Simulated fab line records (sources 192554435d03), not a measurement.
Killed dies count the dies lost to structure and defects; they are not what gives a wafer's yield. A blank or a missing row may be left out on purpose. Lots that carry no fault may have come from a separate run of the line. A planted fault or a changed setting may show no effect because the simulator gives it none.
fab line records	flow n5-finfet
record lots=24	wafers=72	last-day=18
route steps=1938 shown BEOL_M5@1171 BEOL_M6@1216
lots untouched by any fault: they come from a run of this same line in which no faults occurred
start-h: start of the lot's first displayed wafer, in hours after the record's first day	wait-h: how many hours have passed since the lot's step before this one	" same as the row above	L1.1+2: one row covering several wafers at once	- no value, or no start given	* or withheld: withheld	< > ~ a bound
route shown NAME@n: NAME is a module with steps in the file, n the number in the route of the first one	usual: mean/standard deviation taken from wafers without a fault	same: alike in all rows	chamber/n: place in a boat	sites: per-site readings	_std_site: the values' standard deviation	_edge_site: the outer-site mean with the inner-site mean subtracted	radius-mm: how far each site lies from the wafer's centre	mask NAME#n: copy n	behind: the most recent tool/chamber to have shaped the wafer	hold: cause of the lot's hold/its duration in hours/its outcome	device: transistor that didn't switch, given as n, p or np	end of line: the tests these same wafers got at the end of their route	step lacking rows: just its recipe	killed: at the first sort, the dies lost to defects and structure; wafer yield is something else	map: a wafer's dies, marking killed ones x, the rest . and places with no die _
set.NAME: the setting the step ran with; set.NAME@STEP: the setting that earlier step ran with	model.NAME: the simulator's own value behind a step, which no gauge read
one table for each step of the route and one row for each wafer, over a sample of lots
services: a tool's chamber out of use, with start hour (start-h, from the record's first day; less than 0 if before it), hours out, and reason
## steps
# step N5_BEOL_M5_PRE_CLEAN_45
# recipe gas=H2/He	time-s=30	temp-c=250
# usual heater-power-w=321/32
lot.wafer	tool	chamber	start-h	wait-h	heater-power-w
L076.1	pvd-sputter-01	-	193.05	0.0	321
L076.3	"	-	"	"	336
L076.6	"	-	"	"	323
L077.1	pvd-sputter-02	-	197.27	0.0	289
L077.3	"	-	"	"	365
L077.6	"	-	"	"	370
L075.2	pvd-sputter-03	-	201.03	0.0	311
L075.4	"	-	"	"	325
L075.6	"	-	"	"	333
L078.3	pvd-sputter-03	-	207.49	0.0	295
L078.4	"	-	"	"	318
L078.5	"	-	"	"	325
L080.1	pvd-sputter-02	-	216.45	0.0	291
L080.3	"	-	"	"	372
L080.6	"	-	"	"	293
L074.1	pvd-sputter-01	-	219.92	0.0	320
L074.5	"	-	"	"	331
L074.6	"	-	"	"	316
L081.2	pvd-sputter-02	-	223.93	0.0	290
L081.3	"	-	"	"	372
L081.5	"	-	"	"	294
L079.3	pvd-sputter-02	-	224.01	0.0	297
L079.4	"	-	"	"	363
L079.6	"	-	"	"	292
L082.1	pvd-sputter-02	-	226.37	0.0	293
L082.2	"	-	"	"	292
L082.4	"	-	"	"	369
L084.1	pvd-sputter-02	-	246.27	0.0	299
L084.2	"	-	"	"	374
L084.6	"	-	"	"	381
L083.1	pvd-sputter-02	-	246.58	0.0	371
L083.2	"	-	"	"	294
L083.4	"	-	"	"	380
L085.2	pvd-sputter-02	-	251.31	0.0	293
L085.3	"	-	"	"	292
L085.6	"	-	"	"	286
L086.1	pvd-sputter-03	-	266.37	0.0	323
L086.3	"	-	"	"	286
L086.6	"	-	"	"	323
L088.2	pvd-sputter-01	-	282.82	0.0	325
L088.3	"	-	"	"	315
L088.5	"	-	"	"	317
L087.1	pvd-sputter-01	-	289.44	0.0	317
L087.3	"	-	"	"	325
L087.6	"	-	"	"	322
L089.2	pvd-sputter-01	-	289.88	0.0	320
L089.3	"	-	"	"	328
L089.4	"	-	"	"	314
L090.1	pvd-sputter-02	-	289.92	0.0	369
L090.4	"	-	"	"	293
L090.5	"	-	"	"	296
L091.3	pvd-sputter-01	-	295.74	0.0	332
L091.5	"	-	"	"	313
L091.6	"	-	"	"	332
L092.3	pvd-sputter-03	-	296.20	0.0	285
L092.4	"	-	"	"	319
L092.6	"	-	"	"	281
L093.1	pvd-sputter-02	-	315.01	0.0	378
L093.2	"	-	"	"	290
L093.4	"	-	"	"	368
L094.1	pvd-sputter-03	-	321.90	0.0	311
L094.2	"	-	"	"	288
L094.5	"	-	"	"	279
L095.2	pvd-sputter-02	-	325.43	0.0	378
L095.3	"	-	"	"	382
L095.4	"	-	"	"	290
L097.2	pvd-sputter-02	-	331.08	0.0	373
L097.4	"	-	"	"	358
L097.5	"	-	"	"	289
L096.2	pvd-sputter-02	-	331.28	0.0	305
L096.3	"	-	"	"	293
L096.4	"	-	"	"	364
# step N5_BEOL_M6_STRIP_19
# recipe chemistry=O2	power-w=400	temp-c=40	pressure-mtorr=30	rf-frequency-hz=6e+07	bias-power-w=0	overash-fraction=0.2	o2-flow-sccm=225
# usual drypump-motor-current-A=5.5/0.47	oes-product-au=0.77/0.072	rf-vpp-V=3.7/0.66	showerhead-plenum-p-Torr=2.14/0.061	temp-c=40.01/0.097	throttle-valve-pct=16.82/0.19
# same overash-fraction=0.2
lot.wafer	tool	chamber	start-h	wait-h	drypump-motor-current-A	oes-product-au	rf-hours-counter-h	rf-vpp-V	showerhead-plenum-p-Torr	temp-c	throttle-valve-pct
L076.1	rie-diel-03	0	203.56	0.1	5.7	0.74	152	3.3	2.18	40.00	16.70
L076.3	"	3	"	"	6.3	0.67	245	3.5	2.00	40.13	17.08
L076.6	"	0	"	"	5.6	0.73	-	2.2	2.18	40.13	16.70
L077.1	rie-diel-03	1	208.16	0.2	5.2	0.78	124	4.4	2.12	39.99	16.73
L077.3	"	3	"	"	6.3	0.67	247	4.1	2.00	40.11	17.10
L077.6	"	2	"	"	5.3	0.75	-	2.8	2.12	39.85	17.07
L075.2	rie-diel-01	3	211.52	0.1	5.3	0.72	200	2.6	2.15	40.03	16.64
L075.4	"	2	"	"	4.9	0.71	191	3.6	2.19	40.10	17.07
L075.6	"	3	"	"	5.3	0.71	-	3.2	2.15	39.93	16.66
L078.3	rie-diel-05	2	216.64	0.1	5.6	0.85	62	2.4	2.22	40.02	16.65
L078.4	"	0	"	"	6.2	0.82	89	3.5	2.05	40.06	17.00
L078.5	"	1	"	"	5.7	0.83	-	3.1	2.04	40.03	16.65
L080.1	rie-diel-01	2	227.36	0.1	4.9	0.71	197	4.4	2.19	39.85	17.07
L080.3	"	3	"	"	5.3	0.70	205	4.8	2.15	39.83	16.65
L080.6	"	2	"	"	4.9	0.70	-	2.7	2.19	40.05	17.07
L074.1	rie-diel-05	0	232.56	0.1	6.2	0.83	94	3.2	2.05	39.97	16.96
L074.5	"	1	"	"	5.6	0.83	-	3.6	2.04	40.02	16.67
L074.6	"	0	"	"	6.2	0.82	-	3.6	2.05	40.02	16.97
L081.2	rie-diel-01	3	232.73	0.1	5.3	0.70	208	4.7	2.15	40.02	16.66
L081.3	"	2	"	"	4.9	0.70	199	4.8	2.19	39.94	17.08
L081.5	"	3	"	"	5.3	0.70	-	3.4	2.15	40.03	16.67
L079.3	rie-diel-05	0	233.08	0.1	6.1	0.83	94	2.9	2.05	39.93	16.98
L079.4	"	1	"	"	5.7	0.82	89	2.8	2.04	39.91	16.66
L079.6	"	2	"	"	5.6	0.85	-	3.6	2.21	40.05	16.68
L082.1	rie-diel-01	1	236.25	0.1	5.3	0.84	70	4.1	2.14	39.91	16.73
L082.2	"	2	"	"	5.0	0.70	200	3.9	2.19	39.76	17.09
L082.4	"	3	"	"	5.3	0.71	208	3.9	2.15	39.91	16.66
L084.1	rie-diel-05	2	254.72	0.1	5.6	0.84	75	3.4	2.21	39.81	16.68
L084.2	"	1	"	"	5.7	0.81	98	3.6	2.03	40.05	16.69
L084.6	"	3	"	"	4.6	0.81	-	3.7	2.21	40.10	16.76
L083.1	rie-diel-03	1	255.18	0.2	5.2	0.77	144	3.4	2.11	40.22	16.80
L083.2	"	2	"	"	5.3	0.73	149	3.5	2.11	39.98	17.11
L083.4	"	3	"	"	6.4	0.96	8	5.2	2.26	40.13	16.66
L085.2	rie-diel-03	1	259.38	0.1	5.2	0.77	146	4.2	2.11	40.07	16.79
L085.3	"	0	"	"	5.7	0.73	176	3.2	2.17	40.05	16.74
L085.6	"	1	"	"	5.2	0.78	-	3.2	2.11	39.95	16.80
L086.1	rie-diel-03	1	275.10	0.2	5.2	0.76	151	3.2	2.11	40.02	16.79
L086.3	"	3	"	"	6.4	0.95	16	3.9	2.25	39.98	16.66
L086.6	"	1	"	"	5.2	0.76	-	5.2	2.11	39.99	16.78
L088.2	rie-diel-01	1	296.29	0.1	5.2	0.82	85	3.0	2.14	39.86	16.74
L088.3	"	3	"	"	5.4	0.69	226	3.6	2.14	39.95	16.69
L088.5	"	2	"	"	5.0	0.70	-	4.1	2.18	39.90	17.13
L087.1	rie-diel-05	0	297.74	0.1	6.2	0.81	112	4.3	2.04	39.91	17.01
L087.3	"	2	"	"	5.6	0.82	93	3.1	2.20	39.90	16.72
L087.6	"	2	"	"	5.6	0.82	-	4.6	2.21	40.03	16.71
L089.2	rie-diel-03	3	299.95	0.1	6.3	0.92	25	2.6	2.25	40.03	16.70
L089.3	"	2	"	"	5.3	0.72	164	4.2	2.11	40.08	17.13
L089.4	"	0	"	"	5.7	0.71	190	4.9	2.16	39.97	16.76
L090.1	rie-diel-01	3	301.25	0.1	5.3	0.67	227	2.7	2.14	39.96	16.71
L090.4	"	1	"	"	5.2	0.82	86	4.3	2.13	40.21	16.75
L090.5	"	2	"	"	4.9	0.68	-	3.9	2.18	40.19	17.12
L091.3	rie-diel-01	3	304.95	0.1	5.3	0.69	229	3.2	2.14	39.98	16.71
L091.5	"	1	"	"	5.3	0.82	-	4.4	2.13	40.11	16.76
L091.6	"	2	"	"	5.0	0.68	-	4.9	2.18	39.99	17.10
L092.3	rie-diel-03	0	305.27	0.1	5.7	0.71	191	4.2	2.16	40.22	16.75
L092.4	"	3	"	"	6.3	0.92	27	2.6	2.25	40.03	16.70
L092.6	"	3	"	"	6.3	0.93	-	4.0	2.25	40.15	16.69
L093.1	rie-diel-03	2	323.20	0.1	5.3	0.72	172	3.9	2.10	39.95	17.16
L093.2	"	1	"	"	5.2	0.76	166	3.3	2.10	39.98	16.83
L093.4	"	3	"	"	6.3	0.91	33	4.0	2.25	39.88	16.72
L094.1	rie-diel-03	0	331.77	0.1	5.7	0.71	200	3.8	2.16	40.04	16.77
L094.2	"	3	"	"	6.3	0.91	36	3.7	2.25	40.00	16.70
L094.5	"	2	"	"	5.3	0.72	-	4.2	2.10	39.90	17.15
L095.2	rie-diel-03	0	337.05	0.1	5.7	0.69	203	3.8	2.16	39.85	16.79
L095.3	"	2	"	"	5.3	0.72	177	4.4	2.10	39.94	17.15
L095.4	"	3	"	"	6.3	0.90	-	3.1	2.25	40.16	16.73
L097.2	rie-diel-03	0	339.91	0.3	5.7	0.71	204	3.6	2.16	40.21	16.78
L097.4	"	0	"	"	5.7	0.71	-	3.1	2.16	40.11	16.77
L097.5	"	2	"	"	5.4	0.71	-	2.7	2.10	40.12	17.15
L096.2	rie-diel-01	0	340.50	0.1	6.4	0.77	147	3.6	2.09	40.14	16.52
L096.3	"	2	"	"	5.0	0.68	234	2.9	2.17	40.08	17.16
L096.4	"	3	"	"	5.3	0.67	241	4.0	2.14	40.13	16.72
# step N5_BEOL_M6_STRIP_80
# recipe chemistry=N2/H2	time-s=10	power-w=450	temp-c=40	pressure-mtorr=20	rf-frequency-hz=6e+07	bias-power-w=7	n2-flow-sccm=200	h2-flow-sccm=200
# usual drypump-motor-current-A=5.5/0.5	oes-product-au=0.77/0.063	rf-vpp-V=59.4/0.8	showerhead-plenum-p-Torr=2.58/0.072	temp-c=39.99/0.11	throttle-valve-pct=23.75/0.13
lot.wafer	tool	chamber	start-h	wait-h	drypump-motor-current-A	oes-product-au	rf-hours-counter-h	rf-vpp-V	showerhead-plenum-p-Torr	temp-c	throttle-valve-pct
L076.1	rie-diel-05	1	-	-	5.7	0.84	79	59.1	2.48	39.99	24.01
L076.3	"	2	"	"	5.6	0.86	58	60.8	2.70	39.96	23.77
L076.6	"	2	"	"	5.6	0.87	-	58.3	2.70	39.96	23.77
L077.1	rie-diel-03	3	-	-	6.3	0.67	247	59.4	2.41	40.04	23.93
L077.3	"	1	"	"	5.2	0.80	125	59.7	2.56	39.97	23.89
L077.6	"	1	"	"	5.2	0.79	-	57.7	2.56	39.96	23.86
L075.2	rie-diel-03	2	-	-	5.3	0.75	131	58.5	2.54	39.81	23.87
L075.4	"	0	"	"	5.7	0.75	155	59.9	2.65	40.02	23.86
L075.6	"	1	"	"	5.2	0.79	-	60.1	2.56	40.07	23.88
L078.3	rie-diel-01	1	-	-	5.2	0.85	64	58.1	2.58	39.86	23.57
L078.4	"	3	"	"	5.3	0.70	203	59.5	2.62	40.05	23.62
L078.5	"	1	"	"	5.3	0.85	-	59.5	2.58	39.81	23.57
L080.1	rie-diel-01	1	-	-	5.2	0.85	68	59.0	2.58	39.88	23.55
L080.3	"	3	"	"	5.3	0.70	207	59.5	2.62	39.69	23.64
L080.6	"	3	"	"	5.3	0.70	-	60.1	2.62	39.92	23.64
L074.1	rie-diel-05	3	-	-	4.6	0.81	83	60.3	2.67	39.89	23.74
L074.5	"	1	"	"	5.6	0.82	-	60.0	2.47	39.89	24.04
L074.6	"	2	"	"	5.6	0.85	-	61.4	2.70	40.08	23.77
L081.2	rie-diel-03	2	-	-	5.3	0.74	141	59.5	2.53	40.09	23.88
L081.3	"	0	"	"	5.7	0.73	165	58.4	2.65	39.94	23.89
L081.5	"	0	"	"	5.7	0.73	-	59.3	2.65	39.87	23.88
L079.3	rie-diel-01	2	-	-	5.0	0.71	200	59.5	2.60	40.02	23.59
L079.4	"	1	"	"	5.3	0.84	69	59.8	2.58	39.93	23.57
L079.6	"	2	"	"	5.0	0.70	-	59.3	2.60	40.03	23.62
L082.1	rie-diel-03	2	-	-	5.3	0.74	145	58.4	2.53	39.89	23.86
L082.2	"	0	"	"	5.7	0.74	169	59.4	2.65	39.99	23.88
L082.4	"	3	"	"	6.3	1.00	4	58.6	2.72	39.78	23.70
L083.1	rie-diel-01	1	-	-	5.3	0.84	72	59.7	2.57	40.08	23.57
L083.2	"	2	"	"	5.0	0.71	202	60.5	2.60	39.87	23.62
L083.4	"	0	"	"	6.4	0.79	118	60.0	2.57	39.78	23.69
L084.1	rie-diel-05	0	-	-	6.2	0.80	103	60.1	2.45	39.93	23.76
L084.2	"	3	"	"	4.6	0.81	91	57.1	2.67	39.83	23.73
L084.6	"	0	"	"	6.2	0.81	-	58.2	2.44	39.80	23.75
L085.2	rie-diel-01	3	-	-	5.3	0.69	212	58.6	2.62	39.93	23.66
L085.3	"	0	"	"	6.4	0.79	119	60.5	2.57	40.00	23.69
L085.6	"	2	"	"	5.0	0.71	-	59.8	2.60	39.81	23.61
L086.1	rie-diel-05	2	-	-	5.6	0.83	85	59.5	2.69	39.98	23.79
L086.3	"	3	"	"	4.6	0.80	100	59.6	2.66	39.86	23.77
L086.6	"	2	"	"	5.6	0.83	-	59.5	2.69	39.91	23.81
L088.2	rie-diel-01	1	-	-	5.2	0.83	86	59.9	2.57	40.11	23.59
L088.3	"	0	"	"	6.4	0.78	134	58.6	2.56	40.08	23.72
L088.5	"	3	"	"	5.3	0.69	-	59.7	2.61	40.11	23.66
L087.1	rie-diel-01	2	-	-	5.0	0.69	218	59.8	2.59	40.25	23.65
L087.3	"	3	"	"	5.4	0.68	227	60.4	2.61	40.00	23.67
L087.6	"	0	"	"	6.4	0.79	-	58.8	2.56	39.99	23.69
L089.2	rie-diel-01	2	-	-	4.9	0.69	219	60.1	2.59	40.16	23.62
L089.3	"	3	"	"	5.3	0.69	227	58.2	2.61	39.86	23.67
L089.4	"	1	"	"	5.2	0.82	86	59.2	2.57	39.96	23.59
L090.1	rie-diel-05	3	-	-	4.6	0.78	110	60.8	2.66	40.05	23.76
L090.4	"	1	"	"	5.7	0.80	111	58.8	2.46	39.98	24.05
L090.5	"	0	"	"	6.2	0.80	-	59.4	2.44	39.95	23.78
L091.3	rie-diel-01	3	-	-	5.4	0.69	230	58.1	2.61	39.99	23.65
L091.5	"	0	"	"	6.4	0.77	-	59.5	2.56	39.88	23.68
L091.6	"	1	"	"	5.2	0.82	-	59.1	2.57	40.13	23.60
L092.3	rie-diel-05	0	-	-	6.2	0.80	116	59.6	2.44	39.92	23.77
L092.4	"	1	"	"	5.7	0.79	113	58.1	2.46	40.02	24.06
L092.6	"	2	"	"	5.6	0.82	-	59.8	2.69	40.10	23.82
L093.1	rie-diel-03	0	-	-	5.7	0.71	198	59.1	2.64	40.08	23.92
L093.2	"	1	"	"	5.2	0.75	167	57.6	2.54	39.96	23.90
L093.4	"	3	"	"	6.3	0.91	33	59.6	2.71	40.15	23.73
L094.1	rie-diel-01	3	-	-	5.3	0.67	239	59.3	2.61	40.10	23.69
L094.2	"	1	"	"	5.2	0.81	99	59.0	2.56	39.87	23.60
L094.5	"	1	"	"	5.2	0.81	-	59.6	2.56	40.02	23.60
L095.2	rie-diel-03	2	-	-	5.3	0.71	178	60.1	2.52	40.21	23.93
L095.3	"	0	"	"	5.7	0.70	203	58.9	2.63	40.14	23.93
L095.4	"	2	"	"	5.4	0.72	-	59.2	2.52	40.05	23.92
L096.2	rie-diel-03	2	-	-	5.3	0.71	180	59.6	2.52	40.08	23.95
L096.3	"	0	"	"	5.7	0.71	206	59.3	2.63	40.01	23.93
L096.4	"	3	"	"	6.3	0.90	-	60.6	2.71	39.89	23.72
L097.2	rie-diel-01	0	-	-	6.4	0.76	148	59.3	2.56	40.00	23.71
L097.4	"	3	"	"	5.3	0.68	242	60.6	2.60	39.86	23.69
L097.5	"	2	"	"	4.9	0.68	-	59.1	2.59	40.07	23.66
# step N5_BEOL_M6_DEGAS_44
# recipe ambient=vacuum	temp-c=250	time-s=60
# usual heater-power-w=321/33
lot.wafer	tool	chamber	start-h	wait-h	heater-power-w
L076.1	pvd-sputter-03	-	206.83	2.0	283
L076.3	"	-	"	"	286
L076.6	"	-	"	"	295
L077.1	pvd-sputter-02	-	211.03	0.4	288
L077.3	"	-	"	"	376
L077.6	"	-	"	"	368
L075.2	pvd-sputter-02	-	213.19	0.2	291
L075.4	"	-	"	"	371
L075.6	"	-	"	"	294
L078.3	pvd-sputter-01	-	220.12	0.4	315
L078.4	"	-	"	"	328
L078.5	"	-	"	"	315
L080.1	pvd-sputter-02	-	232.76	0.5	372
L080.3	"	-	"	"	295
L080.6	"	-	"	"	298
L074.1	pvd-sputter-02	-	235.66	0.5	293
L074.5	"	-	"	"	377
L074.6	"	-	"	"	370
L079.3	pvd-sputter-02	-	235.74	0.4	297
L079.4	"	-	"	"	288
L079.6	"	-	"	"	290
L081.2	pvd-sputter-02	-	235.82	0.5	291
L081.3	"	-	"	"	291
L081.5	"	-	"	"	295
L082.1	pvd-sputter-02	-	245.77	0.3	368
L082.2	"	-	"	"	381
L082.4	"	-	"	"	289
L083.1	pvd-sputter-02	-	257.81	0.3	295
L083.2	"	-	"	"	383
L083.4	"	-	"	"	299
L084.1	pvd-sputter-03	-	257.86	0.3	293
L084.2	"	-	"	"	320
L084.6	"	-	"	"	327
L085.2	pvd-sputter-03	-	261.29	0.4	290
L085.3	"	-	"	"	329
L085.6	"	-	"	"	284
L086.1	pvd-sputter-01	-	277.39	0.7	315
L086.3	"	-	"	"	324
L086.6	"	-	"	"	330
L088.2	pvd-sputter-01	-	300.40	0.6	317
L088.3	"	-	"	"	334
L088.5	"	-	"	"	324
L087.1	pvd-sputter-01	-	300.74	0.3	308
L087.3	"	-	"	"	335
L087.6	"	-	"	"	334
L089.2	pvd-sputter-02	-	301.95	0.5	372
L089.3	"	-	"	"	294
L089.4	"	-	"	"	298
L090.1	pvd-sputter-02	-	304.29	0.4	293
L090.4	"	-	"	"	288
L090.5	"	-	"	"	291
L091.3	pvd-sputter-02	-	307.13	0.2	371
L091.5	"	-	"	"	369
L091.6	"	-	"	"	286
L092.3	pvd-sputter-03	-	307.64	0.4	318
L092.4	"	-	"	"	288
L092.6	"	-	"	"	330
L093.1	pvd-sputter-02	-	325.97	0.5	372
L093.2	"	-	"	"	282
L093.4	"	-	"	"	375
L094.1	pvd-sputter-01	-	336.76	0.4	338
L094.2	"	-	"	"	306
L094.5	"	-	"	"	326
L095.2	pvd-sputter-03	-	339.63	1.2	314
L095.3	"	-	"	"	276
L095.4	"	-	"	"	324
L096.2	pvd-sputter-03	-	346.21	0.3	278
L096.3	"	-	"	"	322
L096.4	"	-	"	"	286
L097.2	pvd-sputter-02	-	346.49	0.2	366
L097.4	"	-	"	"	293
L097.5	"	-	"	"	298
# step N5_BEOL_M6_SURFACE_TREAT_79
# recipe gas=Ar	time-s=*	ion-energy-ev=*	ion-current-ma-cm2=0.5	pressure-mtorr=*	ar-flow-sccm=30
# usual ar-flow-sccm=30.01/0.093	throttle-valve-pct=*
lot.wafer	tool	chamber	start-h	wait-h	ar-flow-sccm	throttle-valve-pct
L076.1	pvd-sputter-01	-	207.26	0.2	29.93	*
L076.3	"	-	"	"	30.03	*
L076.6	"	-	"	"	29.89	*
L077.1	pvd-sputter-02	-	211.63	0.2	29.92	*
L077.3	"	-	"	"	30.04	*
L077.6	"	-	"	"	30.05	*
L075.2	pvd-sputter-02	-	215.11	1.6	29.93	*
L075.4	"	-	"	"	30.07	*
L075.6	"	-	"	"	30.12	*
L078.3	pvd-sputter-03	-	220.87	0.4	30.10	*
L078.4	"	-	"	"	29.80	*
L078.5	"	-	"	"	30.08	*
L080.1	pvd-sputter-02	-	234.68	1.5	30.07	*
L080.3	"	-	"	"	29.95	*
L080.6	"	-	"	"	30.02	*
L074.1	pvd-sputter-03	-	236.09	0.2	29.91	*
L074.5	"	-	"	"	29.96	*
L074.6	"	-	"	"	30.09	*
L079.3	pvd-sputter-03	-	236.13	0.2	29.94	*
L079.4	"	-	"	"	30.06	*
L079.6	"	-	"	"	30.01	*
L081.2	pvd-sputter-03	-	236.57	0.4	29.99	*
L081.3	"	-	"	"	29.92	*
L081.5	"	-	"	"	29.96	*
L082.1	pvd-sputter-02	-	246.17	0.2	29.97	*
L082.2	"	-	"	"	29.93	*
L082.4	"	-	"	"	30.17	*
L083.1	pvd-sputter-02	-	258.25	0.2	29.99	*
L083.2	"	-	"	"	29.99	*
L083.4	"	-	"	"	30.03	*
L084.1	pvd-sputter-03	-	258.28	0.2	29.88	*
L084.2	"	-	"	"	30.01	*
L084.6	"	-	"	"	29.80	*
L085.2	pvd-sputter-03	-	261.73	0.2	30.01	*
L085.3	"	-	"	"	29.99	*
L085.6	"	-	"	"	29.98	*
L086.1	pvd-sputter-03	-	277.79	0.2	30.05	*
L086.3	"	-	"	"	30.08	*
L086.6	"	-	"	"	29.93	*
L088.2	pvd-sputter-01	-	300.82	0.2	30.05	*
L088.3	"	-	"	"	29.88	*
L088.5	"	-	"	"	29.91	*
L087.1	pvd-sputter-02	-	301.15	0.2	30.05	*
L087.3	"	-	"	"	30.12	*
L087.6	"	-	"	"	30.10	*
L089.2	pvd-sputter-03	-	303.46	1.3	29.94	*
L089.3	"	-	"	"	30.08	*
L089.4	"	-	"	"	29.86	*
L090.1	pvd-sputter-01	-	306.04	1.5	30.06	*
L090.4	"	-	"	"	30.00	*
L090.5	"	-	"	"	29.99	*
L091.3	pvd-sputter-02	-	307.61	0.2	30.02	*
L091.5	"	-	"	"	30.03	*
L091.6	"	-	"	"	30.10	*
L092.3	pvd-sputter-03	-	309.76	1.9	30.26	*
L092.4	"	-	"	"	29.84	*
L092.6	"	-	"	"	30.09	*
L093.1	pvd-sputter-02	-	326.49	0.3	30.07	*
L093.2	"	-	"	"	30.00	*
L093.4	"	-	"	"	29.79	*
L094.1	pvd-sputter-03	-	337.17	0.2	30.07	*
L094.2	"	-	"	"	30.11	*
L094.5	"	-	"	"	30.07	*
L095.2	pvd-sputter-02	-	340.03	0.2	29.95	*
L095.3	"	-	"	"	30.06	*
L095.4	"	-	"	"	30.07	*
L096.2	pvd-sputter-01	-	346.59	0.2	30.11	*
L096.3	"	-	"	"	30.12	*
L096.4	"	-	"	"	30.10	*
L097.2	pvd-sputter-03	-	346.88	0.2	30.00	*
L097.4	"	-	"	"	29.86	*
L097.5	"	-	"	"	29.97	*
# step N5_BEOL_M6_ANNEAL_51
# recipe temp-c=225	time-s=90	ambient=N2
# usual anneal-temp-c=225.02/0.15	wafer_temp_C_max=225.91/0.25
lot.wafer	tool	chamber	start-h	wait-h	anneal-temp-c	wafer_temp_C_max
L076.1	rtp-anneal-01	0	207.65	0.1	224.97	225.75
L076.3	"	0	"	"	225.14	226.15
L076.6	"	0	"	"	224.87	225.94
L077.1	rtp-anneal-02	0	212.17	0.2	225.20	225.65
L077.3	"	0	"	"	224.72	225.53
L077.6	"	0	"	"	224.81	225.73
L075.2	rtp-anneal-01	0	215.56	0.1	224.92	226.34
L075.4	"	0	"	"	224.94	226.24
L075.6	"	0	"	"	224.98	225.88
L078.3	rtp-anneal-02	0	223.24	0.1	225.21	225.83
L078.4	"	0	"	"	225.32	225.82
L078.5	"	0	"	"	225.28	225.73
L080.1	rtp-anneal-01	0	235.25	0.2	224.82	226.06
L080.3	"	0	"	"	224.88	226.22
L080.6	"	0	"	"	225.03	225.94
L074.1	rtp-anneal-02	0	237.10	0.3	224.86	226.20
L074.5	"	0	"	"	224.89	225.69
L074.6	"	0	"	"	224.89	226.06
L079.3	rtp-anneal-02	0	237.64	0.7	225.08	226.01
L079.4	"	0	"	"	224.98	225.90
L079.6	"	0	"	"	225.03	226.14
L081.2	rtp-anneal-01	0	237.67	0.7	225.10	225.96
L081.3	"	0	"	"	224.91	225.96
L081.5	"	0	"	"	224.91	226.57
L082.1	rtp-anneal-01	0	247.25	0.7	224.85	226.29
L082.2	"	0	"	"	225.01	225.99
L082.4	"	0	"	"	224.90	225.94
L083.1	rtp-anneal-01	0	258.75	0.1	224.89	225.80
L083.2	"	0	"	"	225.07	225.81
L083.4	"	0	"	"	225.14	226.17
L084.1	rtp-anneal-02	0	258.83	0.1	224.86	226.23
L084.2	"	0	"	"	224.89	225.62
L084.6	"	0	"	"	224.87	225.86
L085.2	rtp-anneal-02	0	262.44	0.2	225.01	225.90
L085.3	"	0	"	"	225.08	225.62
L085.6	"	0	"	"	225.01	226.23
L086.1	rtp-anneal-02	0	278.18	0.1	225.17	225.54
L086.3	"	0	"	"	224.93	225.63
L086.6	"	0	"	"	225.20	225.83
L088.2	rtp-anneal-01	0	301.46	0.1	225.34	225.81
L088.3	"	0	"	"	225.02	226.21
L088.5	"	0	"	"	225.38	226.02
L087.1	rtp-anneal-02	0	302.19	0.5	225.20	225.96
L087.3	"	0	"	"	225.22	225.76
L087.6	"	0	"	"	225.05	225.95
L089.2	rtp-anneal-02	0	304.13	0.2	224.86	225.92
L089.3	"	0	"	"	224.96	226.10
L089.4	"	0	"	"	225.07	225.69
L090.1	rtp-anneal-02	0	306.49	0.1	225.08	225.55
L090.4	"	0	"	"	224.82	225.83
L090.5	"	0	"	"	225.22	225.86
L091.3	rtp-anneal-02	0	309.98	0.1	225.07	225.95
L091.5	"	0	"	"	224.77	225.96
L091.6	"	0	"	"	224.94	225.71
L092.3	rtp-anneal-02	0	310.52	0.4	225.16	225.67
L092.4	"	0	"	"	225.02	225.71
L092.6	"	0	"	"	224.87	226.02
L093.1	rtp-anneal-01	0	327.70	0.6	225.29	225.83
L093.2	"	0	"	"	225.29	225.99
L093.4	"	0	"	"	224.84	226.20
L094.1	rtp-anneal-02	0	338.04	0.5	224.98	225.64
L094.2	"	0	"	"	224.83	225.63
L094.5	"	0	"	"	224.75	225.57
L095.2	rtp-anneal-02	0	340.53	0.1	224.83	225.57
L095.3	"	0	"	"	225.13	225.59
L095.4	"	0	"	"	225.15	225.96
L096.2	rtp-anneal-01	0	347.19	0.1	224.90	226.30
L096.3	"	0	"	"	224.92	226.30
L096.4	"	0	"	"	224.96	226.32
L097.2	rtp-anneal-02	0	347.40	0.1	224.83	225.57
L097.4	"	0	"	"	225.00	225.73
L097.5	"	0	"	"	225.00	225.48
## services
tool	chamber	start-h	hours	kind
rie-diel-03	3	216.77	-	clean
rie-diel-03	3	216.77	-	consumable-replace:focus-ring
rie-diel-03	3	216.77	-	consumable-replace:showerhead
rie-diel-03	3	216.77	18.6	scheduled-down
rie-diel-03	3	216.77	18.6	vent-cycle
rie-diel-01	0	228.17	6.0	repair
rie-diel-01	-	238.12	15.6	pm
rie-diel-01	1	263.76	3.0	repair
rtp-anneal-01	-	293.98	2.9	pm
rie-diel-01	-	322.39	0.2	repair
rie-diel-03	1	336.08	13.1	repair
## key
fault none
